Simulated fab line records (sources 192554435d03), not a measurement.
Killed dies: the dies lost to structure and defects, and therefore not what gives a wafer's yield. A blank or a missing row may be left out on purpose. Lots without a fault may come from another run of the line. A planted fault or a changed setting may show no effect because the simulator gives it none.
fab line records	flow n5Finfet	part 1 of 2: steps 1 to 19 of 28
[record] lots = 5	wafers = 15	lastDay = 15
route steps=1938 shown PMOS_HMC_CHANNEL_EPI@70 FIN_SAQP@90
lots that met no fault: from a run of the same line without faults
startH: hours from the record's opening day to when the first of the lot's shown wafers began	waitH: hours elapsed since this lot's preceding step	" repeats the value in the row above	L1.1+2: a single row standing in for several wafers	- no value, or no start given	* or withheld: withheld	< > ~ a bound
route shown NAME@n: names a module that has steps shown in the file, with the first one's number in the route	usual: average and standard deviation across the fault-free wafers	same: alike in all rows	chamber/n: place in a boat	sites: readings site by site	_std_site: the standard deviation of these	_edge_site: outer sites' mean less inner sites'	radiusMm: for every site, how far away it sits from the centre of the wafer	mask NAME#n: copy n	behind: tool/chamber where the wafer was last shaped	hold: reason for holding the lot/hours on hold/outcome of the hold	device: names the non-switching transistor (n, p or np)	end of line: tests run on the same wafers once the route is complete	where a step has no rows: the recipe by itself	killed: the dies lost at the first sort to structure and to defects; this is not the yield of the wafer	map: dies across one wafer; x = killed, . = not, _ = none there
set.NAME: the setting that was run; set.NAME@STEP: the one run at that earlier step	model.NAME: the simulator's own value behind a step, which no gauge read
lots at some steps of the route; a table a step, a row a wafer
services: a tool's chamber out of use, with start hour (startH, from the record's first day; less than 0 if before it), hours out, and reason
[[steps]]
[step N5_PMOS_HMC_CHANNEL_EPI_HM_OPEN_15]
[recipe] chemistry = CHF3/O2	target = SiO2	maskMaterial = CAR-ArF-block	targetDepthA = 406	CHF3_flow_sccm = 50	O2_flow_sccm = 5	Ar_flow_sccm = 200	timeS = 20.3	pressureMtorr = 30	sourceW = 650	biasW = 170	ionEnergyEv = 200
[usual] CHF3_flow_sccm = 49.98/0.15	O2_flow_sccm = 4.998/0.014	chamberPressureMTorr = 30.001/0.025	drypumpMotorCurrentA = 5.7/0.42	oesProductAu = 0.77/0.077	rfVppV = 516/8.7	showerheadPlenumPTorr = 2.44/0.075	throttleValvePct = 18.94/0.23
lot.wafer	tool	chamber	startH	waitH	CHF3_flow_sccm	O2_flow_sccm	chamberPressureMTorr	drypumpMotorCurrentA	oesProductAu	rfHoursCounterH	rfVppV	showerheadPlenumPTorr	throttleValvePct
L074.2	rieDiel-06	0	17.60	0.0	49.92	4.977	29.972	5.2	0.76	130	512	2.30	18.85
L074.4	"	0	"	"	50.04	4.986	30.035	5.2	0.75	-	512	2.30	18.84
L074.6	"	3	"	"	49.95	5.008	30.024	5.2	0.69	-	532	2.29	19.28
L080.3	rieDiel-05	2	56.65	0.0	49.77	4.994	29.983	5.6	0.82	91	519	2.34	18.71
L080.5	"	0	"	"	49.73	5.003	30.003	5.0	0.71	-	534	2.49	19.17
L080.6	"	1	"	"	50.10	5.010	29.982	5.8	0.82	-	520	2.53	18.66
L083.1	rieDiel-02	0	73.99	0.0	49.80	5.007	30.007	6.5	0.71	229	511	2.47	19.08
L083.2	"	1	"	"	49.93	5.000	29.967	5.4	0.77	142	510	2.49	19.02
L083.6	"	0	"	"	49.93	4.983	29.989	6.5	0.71	-	512	2.47	19.08
L086.3	rieDiel-02	0	89.27	0.0	49.87	4.990	29.963	6.5	0.70	236	511	2.47	19.11
L086.4	"	0	"	"	49.84	5.005	29.978	6.5	0.71	-	511	2.47	19.09
L086.5	"	3	"	"	49.86	5.018	29.998	5.6	0.88	-	504	2.47	18.81
L089.1	rieDiel-06	0	106.92	0.0	49.99	4.983	29.976	5.1	0.73	160	510	2.29	18.89
L089.5	"	2	"	"	50.00	5.005	30.006	5.9	0.72	-	516	2.41	19.05
L089.6	"	0	"	"	49.94	4.993	30.022	5.1	0.73	-	510	2.29	18.90
[step N5_PMOS_HMC_CHANNEL_EPI_STRIP_33]
[recipe] chemistry = N2/H2	powerW = 500	tempC = 40	pressureMtorr = 50	rfFrequencyHz = 6e+07	overashFraction = 0.3	biasPowerW = 8	h2Frac = 0.5	n2FlowSccm = 300	h2FlowSccm = 300
[usual] chamberPressureMTorr = 50.00/0.085	drypumpMotorCurrentA = 5.7/0.41	n2FlowSccm = 299.9/0.87	oesProductAu = 0.77/0.078	powerW = 499.8/1.5	rfVppV = 54.3/1.7	showerheadPlenumPTorr = 3.40/0.11	tempC = 40.00/0.097	throttleValvePct = 18.9/0.39
[same] overashFraction = 0.3
lot.wafer	tool	chamber	startH	waitH	chamberPressureMTorr	drypumpMotorCurrentA	n2FlowSccm	oesProductAu	powerW	rfHoursCounterH	rfVppV	showerheadPlenumPTorr	tempC	throttleValvePct
L074.2	rieDiel-06	0	17.66	0.0	49.93	5.2	300.1	0.74	501.4	130	55.3	3.23	40.11	19.0
L074.4	"	0	"	"	50.09	5.2	301.8	0.74	499.0	-	54.5	3.23	40.08	19.0
L074.6	"	3	"	"	50.04	5.2	301.8	0.69	499.1	-	53.2	3.19	40.07	19.2
L080.3	rieDiel-05	2	56.71	0.0	49.95	5.6	299.7	0.83	496.8	91	51.0	3.24	40.01	18.4
L080.5	"	0	"	"	50.18	5.1	300.7	0.71	499.7	-	53.2	3.48	40.06	19.4
L080.6	"	1	"	"	49.91	5.8	299.0	0.80	502.0	-	56.0	3.52	40.10	18.8
L083.1	rieDiel-02	0	74.05	0.0	49.92	6.5	299.8	0.71	500.0	229	56.8	3.46	39.93	19.2
L083.2	"	1	"	"	50.01	5.4	298.9	0.76	501.2	142	56.1	3.51	40.06	19.5
L083.6	"	0	"	"	50.16	6.5	300.1	0.70	499.4	-	54.1	3.46	40.08	19.2
L086.3	rieDiel-02	0	89.32	0.0	49.90	6.5	300.2	0.71	500.0	236	55.7	3.46	40.04	19.2
L086.4	"	0	"	"	50.09	6.5	300.7	0.71	502.2	-	55.1	3.46	40.07	19.2
L086.5	"	3	"	"	49.94	5.5	300.7	0.90	502.5	-	55.2	3.41	39.99	18.7
L089.1	rieDiel-06	0	106.98	0.0	49.97	5.2	300.3	0.73	502.1	160	56.2	3.21	40.03	19.0
L089.5	"	2	"	"	50.04	5.9	300.0	0.72	500.0	-	56.5	3.34	39.88	18.8
L089.6	"	0	"	"	50.01	5.2	300.3	0.73	500.8	-	53.4	3.21	40.05	19.0
[step N5_PMOS_HMC_CHANNEL_EPI_STRIP_17]
[recipe] chemistry = SPM	timeS = 750	tempC = 130	h2so4H2o2VolRatio = 4	dry = ipaMarangoni
[usual] tempC = 130.00/0.14
lot.wafer	tool	chamber	startH	waitH	tempC
L074.2	wetBench-04	1	17.73	-	129.92
L074.4	"	3	"	"	130.14
L074.6	"	0	"	"	129.78
L080.3	wetBench-04	2	56.77	-	129.87
L080.5	"	7	"	"	129.99
L080.6	"	3	"	"	130.08
L083.1	wetBench-05	5	74.11	-	130.28
L083.2	"	4	"	"	130.08
L083.6	"	7	"	"	130.03
L086.3	wetBench-05	3	89.39	-	129.91
L086.4	"	1	"	"	130.04
L086.5	"	7	"	"	129.97
L089.1	wetBench-05	3	107.04	-	129.90
L089.5	"	4	"	"	129.92
L089.6	"	7	"	"	130.11
[step N5_PMOS_HMC_CHANNEL_EPI_ETCH_38]
[recipe] chemistry = CF4	target = SiO2	targetDepthA = 15	ionEnergyEv = 350	pressureMtorr = 10	icpW = 800	biasW = 400	cf4FlowSccm = 80
[usual] chamberPressureMTorr = 10.001/0.0088	drypumpMotorCurrentA = 5.7/0.45	oesProductAu = 1.006/0.016	throttleValvePct = 21.79/0.21
lot.wafer	tool	chamber	startH	waitH	chamberPressureMTorr	drypumpMotorCurrentA	oesProductAu	rfHoursCounterH	throttleValvePct
L074.2	rieSi-04	0	17.96	0.0	10.005	5.7	1.017	6	21.81
L074.4	"	3	"	"	10.005	5.4	1.036	192	21.98
L074.6	"	2	"	"	9.999	5.8	1.013	-	21.31
L080.3	rieSi-05	3	57.01	0.0	9.998	5.8	0.968	78	21.82
L080.5	"	1	"	"	9.999	5.5	1.004	-	21.57
L080.6	"	0	"	"	9.998	5.2	0.998	-	21.67
L083.1	rieSi-05	3	74.35	0.0	9.987	5.8	0.977	78	21.83
L083.2	"	0	"	"	9.989	5.3	1.009	186	21.68
L083.6	"	2	"	"	9.992	6.3	1.031	-	22.01
L086.3	rieSi-06	3	89.63	0.0	10.006	5.2	0.996	110	21.86
L086.4	"	2	"	"	10.007	6.4	0.985	96	22.09
L086.5	"	0	"	"	9.994	6.2	1.013	-	21.86
L089.1	rieSi-04	1	107.28	0.0	10.004	5.0	1.014	182	21.59
L089.5	"	3	"	"	9.988	5.4	1.039	-	21.98
L089.6	"	0	"	"	9.988	5.7	1.012	-	21.79
[step N5_PMOS_HMC_CHANNEL_EPI_FIN_RECESS_16]
[recipe] chemistry = HBr/Cl2	target = Si	maskMaterial = SiO2	targetDepthA = 540	timeS = 18	pressureMtorr = 10	icpW = 800	biasW = 75	HBr_flow_sccm = 150	Cl2_flow_sccm = 80
[usual] HBr_flow_sccm = 149.9/0.41	chamberPressureMTorr = 10.000/0.0091	drypumpMotorCurrentA = 5.7/0.45	oesProductAu = 1.006/0.012	throttleValvePct = 35.4/0.32
lot.wafer	tool	chamber	startH	waitH	HBr_flow_sccm	chamberPressureMTorr	drypumpMotorCurrentA	oesProductAu	rfHoursCounterH	throttleValvePct
L074.2	rieSi-04	0	17.98	0.0	150.1	9.997	5.7	1.018	6	35.4
L074.4	"	3	"	"	149.3	10.011	5.4	1.027	192	35.6
L074.6	"	2	"	"	150.3	9.985	5.8	1.008	-	34.8
L080.3	rieSi-05	3	57.03	0.0	149.2	10.008	5.8	0.976	78	35.4
L080.5	"	1	"	"	150.7	10.013	5.5	1.012	-	35.3
L080.6	"	0	"	"	150.3	10.013	5.2	0.990	-	35.0
L083.1	rieSi-05	3	74.37	0.0	150.4	9.995	5.8	0.990	78	35.4
L083.2	"	0	"	"	150.5	9.993	5.2	0.997	186	35.0
L083.6	"	2	"	"	150.3	10.000	6.4	1.014	-	35.7
L086.3	rieSi-06	3	89.65	0.0	149.8	9.995	5.2	1.003	110	35.7
L086.4	"	2	"	"	150.0	9.988	6.4	0.992	96	35.9
L086.5	"	0	"	"	149.7	9.997	6.2	1.013	-	35.6
L089.1	rieSi-04	1	107.30	0.0	150.1	10.000	5.0	1.002	182	35.1
L089.5	"	3	"	"	150.1	10.001	5.4	1.031	-	35.6
L089.6	"	0	"	"	150.2	9.981	5.7	1.016	-	35.4
[step N5_PMOS_HMC_CHANNEL_EPI_PRECLEAN_36]
[recipe] chemistry = O3/DIW	timeS = 45	tempC = 22	o3Ppm = 10
[usual] tempC = 22.02/0.088
lot.wafer	tool	chamber	startH	waitH	tempC
L074.2	wetBench-05	6	18.08	0.1	22.04
L074.4	"	2	"	"	21.90
L074.6	"	5	"	"	22.04
L080.3	wetBench-05	4	57.13	0.1	22.11
L080.5	"	2	"	"	21.99
L080.6	"	1	"	"	22.07
L083.1	wetBench-02	3	74.48	0.1	22.09
L083.2	"	5	"	"	21.98
L083.6	"	7	"	"	22.25
L086.3	wetBench-02	0	89.74	0.1	21.97
L086.4	"	7	"	"	22.08
L086.5	"	2	"	"	21.86
L089.1	wetBench-02	5	107.40	0.1	22.13
L089.5	"	6	"	"	21.96
L089.6	"	3	"	"	21.90
[step N5_PMOS_HMC_CHANNEL_EPI_PRECLEAN_18]
[recipe] chemistry = DHF	timeS = 30	tempC = 25	dilution = withheld
[usual] tempC = 25.01/0.1
lot.wafer	tool	chamber	startH	waitH	tempC
L074.2	wetBench-05	6	18.10	0.0	25.02
L074.4	"	2	"	"	25.09
L074.6	"	5	"	"	25.09
L080.3	wetBench-05	4	57.14	0.0	25.13
L080.5	"	2	"	"	25.06
L080.6	"	1	"	"	25.06
L083.1	wetBench-02	3	74.49	0.0	25.20
L083.2	"	5	"	"	24.99
L083.6	"	7	"	"	25.06
L086.3	wetBench-02	0	89.76	0.0	25.00
L086.4	"	7	"	"	25.01
L086.5	"	2	"	"	24.89
L089.1	wetBench-02	5	107.41	0.0	25.20
L089.5	"	6	"	"	25.06
L089.6	"	3	"	"	25.04
[step N5_PMOS_HMC_CHANNEL_EPI_SRD_19]
[recipe] dry = ipaMarangoni	doPpb = 5	timeS = 30	tempC = 23	rinseLiquid = diw
[usual] tempC = 23.00/0.11
lot.wafer	tool	chamber	startH	waitH	tempC
L074.2	wetBench-05	6	18.11	0.0	23.11
L074.4	"	2	"	"	23.08
L074.6	"	5	"	"	22.88
L080.3	wetBench-05	4	57.15	0.0	23.01
L080.5	"	2	"	"	23.13
L080.6	"	1	"	"	23.12
L083.1	wetBench-02	3	74.50	0.0	23.02
L083.2	"	5	"	"	23.06
L083.6	"	7	"	"	22.96
L086.3	wetBench-02	0	89.77	0.0	22.97
L086.4	"	7	"	"	23.00
L086.5	"	2	"	"	22.91
L089.1	wetBench-02	5	107.42	0.0	23.15
L089.5	"	6	"	"	23.18
L089.6	"	3	"	"	22.95
[step N5_PMOS_HMC_CHANNEL_EPI_EPI_20]
[recipe] material = SiGe30	maskMaterial = SiO2	pressureTorr = 20	targetThkA = 590	tempC = 600
[usual] susceptorTempC = 600.00/0.27	susceptor_temp_C_max = 601.4/0.4
lot.wafer	tool	chamber	startH	waitH	susceptorTempC	susceptor_temp_C_max
L074.2	epiRpcvd-04	0	18.63	0.5	599.84	601.0
L074.4	"	0	"	"	600.06	601.2
L074.6	"	0	"	"	600.39	601.6
L080.3	epiRpcvd-04	0	57.73	0.6	600.11	601.2
L080.5	"	0	"	"	600.08	601.6
L080.6	"	0	"	"	600.14	601.6
L083.1	epiRpcvd-01	0	74.55	0.0	599.97	601.5
L083.2	"	0	"	"	600.34	602.1
L083.6	"	0	"	"	600.10	601.4
L086.3	epiRpcvd-04	0	90.35	0.6	600.10	601.5
L086.4	"	0	"	"	599.65	600.8
L086.5	"	0	"	"	599.98	601.3
L089.1	epiRpcvd-04	0	107.47	0.0	600.26	601.4
L089.5	"	0	108.89	1.5	600.36	601.7
L089.6	"	0	"	"	600.32	601.7
[step N5_PMOS_HMC_CHANNEL_EPI_HM_STRIP_35]
[recipe] chemistry = dHF	tempC = 25	material = SiO2	target = SiO2	targetDepthA = 396	timeS = 216
[usual] tempC = 25.02/0.099
lot.wafer	tool	chamber	startH	waitH	tempC
L074.2	wetBench-05	5	21.03	1.9	24.92
L074.4	"	0	"	"	24.89
L074.6	"	2	"	"	25.01
L080.3	wetBench-05	5	58.83	0.8	25.06
L080.5	"	1	"	"	25.06
L080.6	"	4	"	"	24.73
L083.1	wetBench-02	2	75.78	1.0	24.97
L083.2	"	6	"	"	25.01
L083.6	"	0	"	"	25.22
L086.3	wetBench-02	6	91.45	0.8	24.92
L086.4	"	0	"	"	25.11
L086.5	"	7	"	"	25.15
L089.1	wetBench-02	0	109.65	1.8	25.11
L089.5	"	6	"	"	24.95
L089.6	"	1	"	"	25.06
[step N5_PMOS_HMC_CHANNEL_EPI_SRD_39]
[recipe] dry = ipaMarangoni	timeS = 30	tempC = 23	rinseLiquid = diw
[usual] tempC = 23.01/0.11
lot.wafer	tool	chamber	startH	waitH	tempC
L074.2	wetBench-05	5	21.10	0.0	22.95
L074.4	"	0	"	"	22.98
L074.6	"	2	"	"	23.17
L080.3	wetBench-05	5	58.90	0.0	22.98
L080.5	"	1	"	"	22.83
L080.6	"	4	"	"	23.04
L083.1	wetBench-02	2	75.84	0.0	22.87
L083.2	"	6	"	"	23.06
L083.6	"	0	"	"	22.78
L086.3	wetBench-02	6	91.51	0.0	23.04
L086.4	"	0	"	"	22.84
L086.5	"	7	"	"	23.11
L089.1	wetBench-02	0	109.72	0.0	22.92
L089.5	"	6	"	"	23.06
L089.6	"	1	"	"	22.85
[step N5_PMOS_HMC_CHANNEL_EPI_CMP_21]
[recipe] material = SiGe30	postCmpClean = alkalineBrush	targetThkNm = 54
[usual] motorCurrentA = 12.7/1.3	padLifeWafers = 931/610
lot.wafer	tool	chamber	startH	waitH	motorCurrentA	padLifeWafers
L074.2	cmp-01	0	21.14	0.0	15.4	2166
L074.4	"	2	"	"	10.6	2168
L074.6	"	0	"	"	15.2	-
L080.3	cmp-03	3	59.05	0.1	11.9	1533
L080.5	"	0	"	"	11.8	-
L080.6	"	1	"	"	13.4	-
L083.2	cmp-04	3	75.92	0.1	15.3	1255
L083.1	"	1	"	"	13.2	1257
L083.6	"	3	"	"	15.1	-
L086.4	cmp-01	2	91.63	0.1	10.4	416
L086.3	"	3	"	"	13.0	417
L086.5	"	1	"	"	11.4	-
L089.1	cmp-03	3	109.83	0.1	11.9	1976
L089.5	"	1	"	"	13.5	-
L089.6	"	2	"	"	13.1	-
[step N5_PMOS_HMC_CHANNEL_EPI_THK_MEAS_22]
[recipe] reads = SiGe30_of_PMOS_HMC_CHANNEL_EPI_EPI_20
[usual] HMC_CMP_THK = 54.0/0.68
lot.wafer	tool	chamber	startH	waitH	HMC_CMP_THK[nm]
L074.2	filmMetro-02	-	21.44	-	54.7
L074.4	"	-	"	"	54.9
L074.6	"	-	"	"	53.7
L080.3	filmMetro-01	-	59.24	-	53.8
L080.5	"	-	"	"	54.4
L080.6	"	-	"	"	53.8
L083.1	filmMetro-02	-	76.18	-	53.7
L083.2	"	-	"	"	53.8
L083.6	"	-	"	"	54.7
L086.3	filmMetro-01	-	91.85	-	54.0
L086.4	"	-	"	"	52.4
L086.5	"	-	"	"	54.9
L089.1	filmMetro-01	-	110.05	-	53.3
L089.5	"	-	"	"	55.1
L089.6	"	-	"	"	53.9
[step N5_PMOS_HMC_CHANNEL_EPI_PRECLEAN_40]
[recipe] chemistry = DHF	timeS = 30	tempC = 25	dilution = withheld
[usual] tempC = 24.99/0.11
lot.wafer	tool	chamber	startH	waitH	tempC
L074.2	wetBench-02	6	21.46	0.0	24.71
L074.4	"	7	"	"	25.08
L074.6	"	0	"	"	24.93
L080.3	wetBench-04	6	59.26	0.0	25.26
L080.5	"	2	"	"	25.00
L080.6	"	5	"	"	25.01
L083.1	wetBench-05	4	76.21	0.0	24.98
L083.2	"	1	"	"	25.00
L083.6	"	7	"	"	24.86
L086.3	wetBench-04	1	91.87	0.0	24.87
L086.4	"	0	"	"	25.10
L086.5	"	3	"	"	24.82
L089.1	wetBench-02	4	110.08	0.0	25.07
L089.5	"	1	"	"	25.07
L089.6	"	3	"	"	25.03
[step N5_PMOS_HMC_CHANNEL_EPI_PRECLEAN_37]
[recipe] chemistry = O3/DIW	timeS = 45	tempC = 22	o3Ppm = 10
[usual] tempC = 22.00/0.11
lot.wafer	tool	chamber	startH	waitH	tempC
L074.2	wetBench-02	6	21.48	0.0	22.06
L074.4	"	7	"	"	21.88
L074.6	"	0	"	"	21.94
L080.3	wetBench-04	6	59.27	0.0	21.91
L080.5	"	2	"	"	22.01
L080.6	"	5	"	"	22.01
L083.1	wetBench-05	4	76.22	0.0	21.93
L083.2	"	1	"	"	22.17
L083.6	"	7	"	"	21.98
L086.3	wetBench-04	1	91.89	0.0	21.86
L086.4	"	0	"	"	21.95
L086.5	"	3	"	"	21.91
L089.1	wetBench-02	4	110.09	0.0	22.06
L089.5	"	1	"	"	21.83
L089.6	"	3	"	"	22.00
[step N5_PMOS_HMC_CHANNEL_EPI_PRECLEAN_24]
[recipe] chemistry = DHF	timeS = 30	tempC = 25	dilution = withheld
[usual] tempC = 25.01/0.11
lot.wafer	tool	chamber	startH	waitH	tempC
L074.2	wetBench-02	6	21.49	0.0	24.88
L074.4	"	7	"	"	24.88
L074.6	"	0	"	"	25.15
L080.3	wetBench-04	6	59.29	0.0	24.99
L080.5	"	2	"	"	25.18
L080.6	"	5	"	"	25.24
L083.1	wetBench-05	4	76.23	0.0	25.06
L083.2	"	1	"	"	25.05
L083.6	"	7	"	"	25.10
L086.3	wetBench-04	1	91.90	0.0	24.98
L086.4	"	0	"	"	24.90
L086.5	"	3	"	"	24.95
L089.1	wetBench-02	4	110.10	0.0	25.29
L089.5	"	1	"	"	25.13
L089.6	"	3	"	"	24.92
[step N5_PMOS_HMC_CHANNEL_EPI_SRD_25]
[recipe] dry = ipaMarangoni	doPpb = 5	timeS = 30	tempC = 23	rinseLiquid = diw
[usual] tempC = 23.00/0.1
lot.wafer	tool	chamber	startH	waitH	tempC
L074.2	wetBench-02	6	21.50	0.0	23.24
L074.4	"	7	"	"	22.91
L074.6	"	0	"	"	23.00
L080.3	wetBench-04	6	59.30	0.0	22.96
L080.5	"	2	"	"	22.90
L080.6	"	5	"	"	23.06
L083.1	wetBench-05	4	76.24	0.0	22.97
L083.2	"	1	"	"	23.04
L083.6	"	7	"	"	22.96
L086.3	wetBench-04	1	91.91	0.0	22.97
L086.4	"	0	"	"	23.01
L086.5	"	3	"	"	22.90
L089.1	wetBench-02	4	110.11	0.0	22.96
L089.5	"	1	"	"	23.11
L089.6	"	3	"	"	22.98
[step N5_PMOS_HMC_CHANNEL_EPI_EPI_26]
[recipe] material = Si	targetThkA = 38	tempC = 650	precursor = SiH4/H2	pressureTorr = 20	timeS = 22.7
[usual] susceptorTempC = 649.99/0.26	susceptor_temp_C_max = 651.7/0.42	throttleValvePct = 11.2/0.62
lot.wafer	tool	chamber	startH	waitH	susceptorTempC	susceptor_temp_C_max	throttleValvePct
L074.2	epiRpcvd-01	0	21.60	0.1	650.08	652.6	10.5
L074.4	"	0	"	"	649.86	651.4	10.5
L074.6	"	0	"	"	649.97	651.8	10.6
L080.3	epiRpcvd-04	0	59.48	0.2	650.12	651.5	11.1
L080.5	"	0	"	"	650.06	651.4	11.2
L080.6	"	0	"	"	650.74	651.8	11.2
L083.1	epiRpcvd-04	0	76.29	0.0	649.78	650.9	11.2
L083.2	"	0	"	"	649.79	651.1	11.3
L083.6	"	0	"	"	650.13	651.7	11.1
L086.3	epiRpcvd-01	0	92.09	0.2	650.03	651.6	10.6
L086.4	"	0	"	"	650.21	652.7	10.6
L086.5	"	0	"	"	650.27	652.1	10.6
L089.1	epiRpcvd-02	0	110.16	0.0	650.14	652.6	11.9
L089.5	"	0	"	"	650.25	651.9	12.1
L089.6	"	0	"	"	650.06	651.5	12.1
[step N5_PMOS_HMC_CHANNEL_EPI_INSPECT_30]
[recipe] inspectInstrument = darkfield	mode = postEpi
[usual] rawDefectCount = 20/7.4
lot.wafer	tool	chamber	startH	waitH	rawDefectCount
L074.2	defectInspect-01	-	21.92	0.0	14
L074.4	"	-	"	"	14
L074.6	"	-	"	"	9
L080.3	defectInspect-02	-	59.82	0.0	8
L080.5	"	-	"	"	20
L080.6	"	-	"	"	14
L083.1	defectInspect-01	-	76.76	0.0	28
L083.2	"	-	"	"	29
L083.6	"	-	"	"	30
L086.3	defectInspect-01	-	92.43	0.0	26
L086.4	"	-	"	"	9
L086.5	"	-	"	"	22
L089.1	defectInspect-02	-	110.53	0.0	18
L089.5	"	-	"	"	16
L089.6	"	-	"	"	14
